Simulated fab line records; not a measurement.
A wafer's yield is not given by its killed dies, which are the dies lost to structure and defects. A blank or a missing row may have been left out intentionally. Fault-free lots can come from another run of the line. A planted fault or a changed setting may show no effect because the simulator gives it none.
3 desks, one fault | flow n5 finfet | every desk sees just its own numbers, and what lay behind them comes last

THE DEFECT DESK
Counts from the inspections along the route, per lot, as means over the sampled wafers that have a number. Marked OUT: a lot whose mean sits more than 4 standard deviations from the usual mean, which makes it out of limits; the brackets give that distance.
Columns: A = raw defect count at N5_SD_EPI_P_INSPECT_26, usual 181
lot  | first seen here | A
L750 | day 3 15:25     | 223
L754 | day 4 14:47     | 192
L756 | day 5 03:02     | 148
L757 | day 5 08:31     | 178
L763 | day 7 06:05     | 188
L764 | day 7 08:28     | 145
L765 | day 7 11:34     | 143
L768 | day 8 06:28     | 199
L771 | day 8 22:52     | 152
This desk's verdict: no lot among the 9 shows anything out of limits.

FOR THE TOOL OWNER'S DESK: ald sin-03
The tool's own readings at N5_ILD0_ALD_15 (deposits SiNx, target thk 24 nm, pulse time 1 s, ald cycles 480): means of the sampled wafers that have a number, for each lot that ran on this tool. Marked OUT: a lot whose mean sits more than 4 standard deviations from the usual mean, which makes it out of limits; the brackets give that distance.
Columns: A = heater power w at N5_ILD0_ALD_15, usual 861 W; B = precursor pulse height rel at N5_ILD0_ALD_15, usual 1.002
lot  | first seen here | A   | B
L750 | day 3 20:19     | 834 | 0.996
L756 | day 5 07:59     | 821 | 0.997
L757 | day 5 14:16     | 854 | 1.015
L763 | day 7 10:35     | 915 | 1.021
L764 | day 7 12:58     | 872 | 0.992
L765 | day 7 16:41     | 821 | 0.973
L768 | day 8 11:37     | 821 | 0.997
This desk's verdict: no lot among the 7 shows anything out of limits.

AT THE METROLOGY DESK
Means of the sampled wafers that have a number, per lot and without regard to the tool the lot ran on: this is what the gauges read. Marked OUT: a lot whose mean sits more than 4 standard deviations from the usual mean, which makes it out of limits; the brackets give that distance. It has 11 readings; the 7 that lie furthest out on some lot are the ones shown.
Columns: A = thk nm at N5_ILD0_THK_MEAS_13, usual 17.9 nm; B = DIBL_N at N5_BEOL_M4_RC_MEAS_101, usual 36.1 mV/V; C = DIBL_P at N5_BEOL_M4_RC_MEAS_101, usual 36.3 mV/V; D = IOFF_N at N5_BEOL_M4_RC_MEAS_101, usual 0.162 nA/um; E = ION_P at N5_BEOL_M4_RC_MEAS_101, usual 464 uA/um; F = VT_N at N5_BEOL_M4_RC_MEAS_101, usual 249.4 mV; G = VT_P at N5_BEOL_M4_RC_MEAS_101, usual -249 mV
lot  | first seen here | A    | B    | C    | D     | E   | F     | G
L750 | day 3 22:49     | 18.9 | 36.2 | 36.7 | 0.169 | 470 | 247.8 | -247
L754 | day 4 21:56     | 18.9 | 36.6 | 37.4 | 0.154 | 454 | 252.0 | -254
L756 | day 5 10:37     | 17.1 | 37.0 | 36.9 | 0.166 | 455 | 248.4 | -252
L757 | day 5 16:46     | 17.5 | 35.5 | 34.4 | 0.152 | 466 | 249.0 | -249
L763 | day 7 13:05     | 17.1 | 36.2 | 36.3 | 0.159 | 467 | 249.7 | -246
L764 | day 7 15:28     | 19.6 | 35.8 | 36.9 | 0.173 | 465 | 249.0 | -246
L765 | day 7 19:11     | 16.3 | 35.8 | 35.8 | 0.140 | 458 | 252.9 | -252
L768 | day 8 14:07     | 16.9 | 35.9 | 36.9 | 0.170 | 460 | 248.5 | -251
L771 | day 9 06:46     | 20.0 | 33.3 | 35.5 | 0.124 | 459 | 254.4 | -251
This desk's verdict: no lot among the 9 shows anything out of limits.

BROUGHT TOGETHER
The defect desk saw nothing out of limits.
The desk of the tool owner found nothing out of limits.
From the metrology desk's view, nothing was out of limits.

WHAT WAS PUT IN BY THE SIMULATOR
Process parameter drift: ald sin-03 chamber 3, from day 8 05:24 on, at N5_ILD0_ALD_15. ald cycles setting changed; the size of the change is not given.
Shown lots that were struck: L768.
